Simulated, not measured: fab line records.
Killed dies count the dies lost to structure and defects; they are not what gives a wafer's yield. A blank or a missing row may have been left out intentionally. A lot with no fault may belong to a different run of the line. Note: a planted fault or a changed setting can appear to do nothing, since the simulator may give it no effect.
Struck lot and sound lot, side by side    flow n5-finfet    22 out of 1938 route steps
Sound: these wafers, L483.3, L483.5, L483.6. Struck: wafer L486.3; the same lot's L486.2 was not struck, so it is left out; see the end for the cause.
Per side, at each step with rows, come the tool, then ch with its chambers, and then its first start. Under that, the readings that differ: sound wafers    struck wafers    difference of the means    sigmas: that difference in standard deviations of wafers without a fault.
alike: readings whose means differ by less than 2 such deviations, and words and numbers that are the same on both sides. not compared: withheld readings, readings that some wafer has no value for, bounds like >300 that may hide the same value, and numbers for which the record gives no deviation and whose values overlap.
A row with sigmas, a row that says differs or no value, or rows on one side alone: a step with any of these is where the two part. Numbers that don't overlap but have no deviation are shown without sigmas and don't part them. Lack of a reading on every wafer of one side parts them only where that side has two or more wafers.

N5_ZERO_LAYER_CD_MEAS_11: the cd target is 2000 nm.
  sound on cd-sem-02 ch 0, day 3 06:39; struck on cd-sem-01 ch 0, day 4 00:46
  alike: cd-nm
N5_ZERO_LAYER_DESCUM_16: chemistry O2, time 7.9 s.
  sound on rie-diel-03 ch 0,2,3, day 3 06:41; struck on rie-diel-03 ch 3, day 4 00:48
  alike: bias-power-w, drypump-motor-current-A, oes-product-au, rf-fwd-power-W, rf-vpp-V, showerhead-plenum-p-Torr, throttle-valve-pct
  not compared: rf-hours-counter-h
N5_ZERO_LAYER_ETCH_17: etches SiO2 in CF4, target depth 12 nm, time 13.3 s.
  sound on rie-diel-03 ch 0,2,3, day 3 06:43; struck on rie-diel-03 ch 3, day 4 00:50
  alike: cf4-flow-sccm, drypump-motor-current-A, oes-product-au, rf-fwd-power-W, rf-vpp-V, showerhead-plenum-p-Torr, throttle-valve-pct
  not compared: rf-hours-counter-h
N5_ZERO_LAYER_ETCH_18: etches Si in HBr/Cl2, target depth 120 nm, time 40 s.
  sound on rie-si-01 ch 0,1,2, day 3 06:47; struck on rie-si-01 ch 2, day 4 00:55
  alike: drypump-motor-current-A, oes-product-au, rf-fwd-power-W, throttle-valve-pct
  not compared: rf-hours-counter-h
N5_ZERO_LAYER_STRIP_24: strips in O2.
  sound on plasma-asher-01 ch 0,1, day 3 06:55; struck on plasma-asher-02 ch 1, day 4 01:01
  alike: drypump-motor-current-A, heater-power-w, oes-product-au, strip-time-to-endpoint-s
  not compared: rf-hours-counter-h
then, 1 step without rows for these wafers: N5_ZERO_LAYER_STRIP_19 (strips in SPM, time 900 s).
N5_ZERO_LAYER_INSPECT_20: inspects for defects (darkfield).
  sound on defect-inspect-01 at day 3 07:16; struck on defect-inspect-01 at day 4 01:23
  alike: raw-defect-count
then, 5 steps without rows for these wafers: N5_WELL_APT_HMDS_01 (time 60 s); N5_WELL_APT_COAT_02 (resist thk 950 nm); N5_WELL_APT_EBR_04; N5_WELL_APT_SOFTBAKE_03 (time 60 s); N5_WELL_APT_EXPOSE_05 (exposes mask NWELL, defocus 0 nm, target cd 200 nm).
N5_WELL_APT_PEB_06: peb time 90 s.
  sound on litho-track-01 ch 0, day 3 07:34; struck on litho-track-01 ch 0, day 4 01:41
  alike: exhaust-pa
then, 2 steps without rows for these wafers: N5_WELL_APT_DEVELOP_07 (develop time 45 s); N5_WELL_APT_HARDBAKE_12 (time 120 s).
N5_WELL_APT_CD_MEAS_08: the cd target is 200 nm.
  sound on cd-sem-03 ch 0, day 3 07:41; struck on cd-sem-01 ch 0, day 4 01:49
reading     sound              struck  difference  sigmas
cd-nm (nm)  200.0 200.1 200.4  206.8   +6.6        +5
N5_WELL_APT_OVL_MEAS_09:
  sound on overlay-02 ch 0, day 3 07:43; struck on overlay-02 ch 0, day 4 01:50
  alike: NWELL_OVL
N5_WELL_APT_INSPECT_10: inspects for defects (macro).
  sound on defect-inspect-02 at day 3 07:44; struck on defect-inspect-01 at day 4 01:52
  alike: raw-defect-count
N5_WELL_APT_DESCUM_13: chemistry O2, time 7.9 s.
  sound on rie-diel-04 ch 0,3, day 3 07:46; struck on rie-diel-02 ch 3, day 4 01:58
reading                    sound            struck  difference  sigmas
model.WELL_APT.cd-nm (nm)  199.9 200 200.6  206.7   +6.5        
  alike: bias-power-w, drypump-motor-current-A, oes-product-au, rf-fwd-power-W, rf-vpp-V, showerhead-plenum-p-Torr, throttle-valve-pct
  not compared: rf-hours-counter-h
next, for these wafers, 1 step has no rows: N5_WELL_APT_IMPLANT_14.
-- record jumps: 10 days separate the struck wafers' starts on either side; left off in module WELL_APT, taken up again in module BEOL_M4, whose first shown step is the route's number 1111 --
N5_BEOL_M4_RC_MEAS_101:
  sound on prober-02 ch 0, day 13 01:53; struck on prober-02 ch 0, day 14 10:16
  alike: DIBL_N, DIBL_P, IOFF_N, IOFF_P, ION_N, ION_P, SS_N, SS_P, VT_N, VT_P
-- the record jumps here: 4 days lie between the struck wafers' starts before and after (it left off in module BEOL_M4 and takes up again in module PASSIVATION, whose first step shown is number 1936 of the route) --
N5_PASSIVATION_PROBE_49:
  rows exist in the record for the struck wafers here (prober-02, day 18 13:59), but not for the sound ones

## WHERE THEY PART
First at N5_WELL_APT_CD_MEAS_08; last, within this record, at N5_PASSIVATION_PROBE_49.

WHY: whatever the simulator had introduced
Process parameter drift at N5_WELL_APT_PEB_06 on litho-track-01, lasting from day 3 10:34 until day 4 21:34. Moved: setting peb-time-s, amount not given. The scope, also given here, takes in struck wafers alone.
